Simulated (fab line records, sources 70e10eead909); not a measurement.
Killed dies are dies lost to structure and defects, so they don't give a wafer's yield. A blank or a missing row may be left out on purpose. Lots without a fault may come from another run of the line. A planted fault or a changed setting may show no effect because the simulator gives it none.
Chamber matching | flow nand_harc | NHARC_A_STAIRCASE_CMP_472 on cmp-02: 4 sister chambers
The step polishes SiO2. 4 wafers are shown with their chamber, then 8 later ones without.

WAFERS WITH THEIR CHAMBER
wafer  | chamber | motor_current_A (A)
L086.1 | 1       | 11.8
L087.3 | 3       | 11.4
L087.4 | 0       | 13.3
L091.1 | 2       | 12.1

WAFERS WITHOUT THEIR CHAMBER
wafer  | motor_current_A (A)
L091.5 | 11.9
L091.6 | 12.4
L090.2 | 13.3
L090.4 | 11.7
L090.5 | 11.7
L090.1 | 12.5
L090.3 | 11.6
L090.6 | 11.5

WHICH CHAMBER EACH WENT THROUGH
wafer  | from the rows above          | in truth
L091.5 | can't be placed: 1 or 2 or 3 | 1
L091.6 | can't be placed: 2 or 1      | 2
L090.2 | 0                            | 0
L090.4 | can't be placed: 1 or 3 or 2 | 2
L090.5 | can't be placed: 1 or 3 or 2 | 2
L090.1 | can't be placed: 2 or 1 or 0 | 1
L090.3 | can't be placed: 3 or 1 or 2 | 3
L090.6 | can't be placed: 3 or 1      | 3
Placed correctly: 1 of 8. Can't be placed from these rows: 7 (the true chamber is among the candidates in 7). Placed wrongly: 0.
How it was worked out, from the rows above alone: a wafer's distance from a chamber is the root of the sum, over the readings, of the square of ((its reading less the chamber's mean) divided by the reading's scatter). The wafer belongs to the nearest chamber; if the next one is less than 2 further off, it can't be placed. A chamber's mean is the mean of its shown wafers. The scatter: with one shown wafer a chamber, the root of the mean of the squares of how far each hidden wafer lies from its nearest shown one.
